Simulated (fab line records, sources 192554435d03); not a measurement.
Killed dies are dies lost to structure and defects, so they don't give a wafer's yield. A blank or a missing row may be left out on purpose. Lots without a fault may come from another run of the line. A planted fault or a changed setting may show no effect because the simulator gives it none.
Chamber matching | flow n5_finfet | N5_FIN_CUT_STRIP_24 on rie_diel-02: 4 sister chambers
The step strips in CF4. 4 wafers are shown with their chamber, then 10 later ones without.

WAFERS WITH THEIR CHAMBER
wafer  | chamber | drypump_motor_current_A (A)
L086.4 | 0       | 5.4
L088.6 | 1       | 6.4
L091.1 | 3       | 5.5
L091.4 | 2       | 5.5

WAFERS WITHOUT THEIR CHAMBER
wafer  | drypump_motor_current_A (A)
L091.6 | 5.5
L095.2 | 5.5
L095.3 | 5.5
L095.6 | 5.4
L096.1 | 6.3
L096.2 | 5.5
L096.5 | 5.5
L097.1 | 5.5
L097.4 | 6.3
L097.6 | 6.3

WHICH CHAMBER EACH WENT THROUGH
wafer  | from the rows above          | in truth
L091.6 | can't be placed: 2 or 3 or 0 | 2
L095.2 | can't be placed: 2 or 3 or 0 | 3
L095.3 | can't be placed: 2 or 3 or 0 | 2
L095.6 | can't be placed: 0 or 2 or 3 | 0
L096.1 | 1                            | 1
L096.2 | can't be placed: 2 or 3 or 0 | 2
L096.5 | can't be placed: 2 or 3 or 0 | 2
L097.1 | can't be placed: 2 or 3 or 0 | 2
L097.4 | 1                            | 1
L097.6 | 1                            | 1
Placed correctly: 3 of 10. Can't be placed from these rows: 7 (the true chamber is among the candidates in 7). Placed wrongly: 0.
How it was worked out, from the rows above alone: a wafer's distance from a chamber is the root of the sum, over the readings, of the square of ((its reading less the chamber's mean) divided by the reading's scatter). The wafer belongs to the nearest chamber; if the next one is less than 2 further off, it can't be placed. A chamber's mean is the mean of its shown wafers. The scatter: with one shown wafer a chamber, the root of the mean of the squares of how far each hidden wafer lies from its nearest shown one.
